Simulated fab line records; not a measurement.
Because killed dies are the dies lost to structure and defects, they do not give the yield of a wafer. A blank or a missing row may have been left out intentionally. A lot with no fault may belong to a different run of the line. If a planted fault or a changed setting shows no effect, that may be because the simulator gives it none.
Chamber matching || flow n5-finfet || N5_SD_EPI_P_ETCH_47 on rie-diel-05 has 4 sister chambers
The step etches SiOCN in CH3F/O2, target depth 25 nm. 4 wafers are shown with their chamber, then 7 later ones without.

## WAFERS PAIRED WITH THEIR CHAMBERS
{"wafer": "L088.4", "chamber": 2, "showerhead-plenum-p-Torr (Torr)": 2.05}
{"wafer": "L089.1", "chamber": 3, "showerhead-plenum-p-Torr (Torr)": 1.93}
{"wafer": "L091.2", "chamber": 0, "showerhead-plenum-p-Torr (Torr)": 1.90}
{"wafer": "L091.4", "chamber": 1, "showerhead-plenum-p-Torr (Torr)": 1.86}

## WAFERS WITH NO CHAMBER GIVEN
{"wafer": "L091.5", "showerhead-plenum-p-Torr (Torr)": 2.05}
{"wafer": "L092.2", "showerhead-plenum-p-Torr (Torr)": 1.90}
{"wafer": "L092.4", "showerhead-plenum-p-Torr (Torr)": 1.86}
{"wafer": "L092.5", "showerhead-plenum-p-Torr (Torr)": 1.86}
{"wafer": "L095.3", "showerhead-plenum-p-Torr (Torr)": 1.92}
{"wafer": "L095.5", "showerhead-plenum-p-Torr (Torr)": 1.92}
{"wafer": "L095.6", "showerhead-plenum-p-Torr (Torr)": 2.05}

## THE CHAMBER EACH PASSED THROUGH
{"wafer": "L091.5", "from the rows above": 2, "in truth": 2}
{"wafer": "L092.2", "from the rows above": 0, "in truth": 0}
{"wafer": "L092.4", "from the rows above": 1, "in truth": 1}
{"wafer": "L092.5", "from the rows above": 1, "in truth": 1}
{"wafer": "L095.3", "from the rows above": "can't be placed: 3 or 0", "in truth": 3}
{"wafer": "L095.5", "from the rows above": "can't be placed: 3 or 0", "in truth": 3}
{"wafer": "L095.6", "from the rows above": 2, "in truth": 2}
5 of 7 placed correctly. Cannot be placed on the basis of these rows: 2; the candidates contain the true chamber in 2. Wrongly placed: 0.
How it was worked out, from the rows above alone: a wafer's distance from a chamber is the root of the sum, over the readings, of the square of ((its reading less the chamber's mean) divided by the reading's scatter). If the next closest chamber is less than 2 further off than the closest, the wafer can't be placed; otherwise it belongs to the closest. A chamber's mean is the mean of its shown wafers. The scatter (one wafer shown for each chamber): square how far every hidden wafer sits from the nearest shown wafer, average those squares and take the square root.
